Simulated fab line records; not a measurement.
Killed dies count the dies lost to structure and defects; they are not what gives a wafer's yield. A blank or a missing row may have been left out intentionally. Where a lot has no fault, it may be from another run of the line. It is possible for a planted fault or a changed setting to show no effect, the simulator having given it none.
Matching of chambers	flow n5Finfet	N5_STI_FIN_REVEAL_ALD_14 on aldSin-02: 4 sister chambers
The step deposits Si3N4, target thk 3 nm. 4 wafers are shown with their chamber, then 12 later ones without.

== EACH WAFER AND ITS CHAMBER ==
wafer	chamber	heaterPowerW (W)
L091.2	1	969
L092.1	2	979
L092.2	0	939
L092.3	3	906

== WAFERS WHOSE CHAMBER IS MISSING ==
wafer	heaterPowerW (W)
L092.4	948
L092.5	962
L092.6	962
L094.2	968
L094.3	906
L094.5	943
L095.3	946
L095.4	945
L095.5	961
L097.1	974
L097.2	899
L097.3	952

== THE CHAMBER EACH PASSED THROUGH ==
wafer	from the rows above	in truth
L092.4	can't be placed: 0 or 1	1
L092.5	can't be placed: 1 or 2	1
L092.6	can't be placed: 1 or 2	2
L094.2	can't be placed: 1 or 2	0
L094.3	3	3
L094.5	0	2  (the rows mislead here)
L095.3	0	0
L095.4	0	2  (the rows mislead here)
L095.5	can't be placed: 1 or 2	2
L097.1	can't be placed: 1 or 2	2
L097.2	3	3
L097.3	can't be placed: 0 or 1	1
Correct placement for 3 of the 12. Can't be placed from these rows: 7 (the true chamber is among the candidates in 6). Placed wrongly: 2.
How it was worked out, from the rows above alone: a wafer's distance from a chamber is the root of the sum, over the readings, of the square of ((its reading less the chamber's mean) divided by the reading's scatter). The wafer belongs to the nearest chamber; if the next one is less than 2 further off, it can't be placed. The mean given for a chamber averages the wafers shown for that chamber. The scatter (one wafer shown for each chamber): square how far every hidden wafer sits from the nearest shown wafer, average those squares and take the square root.
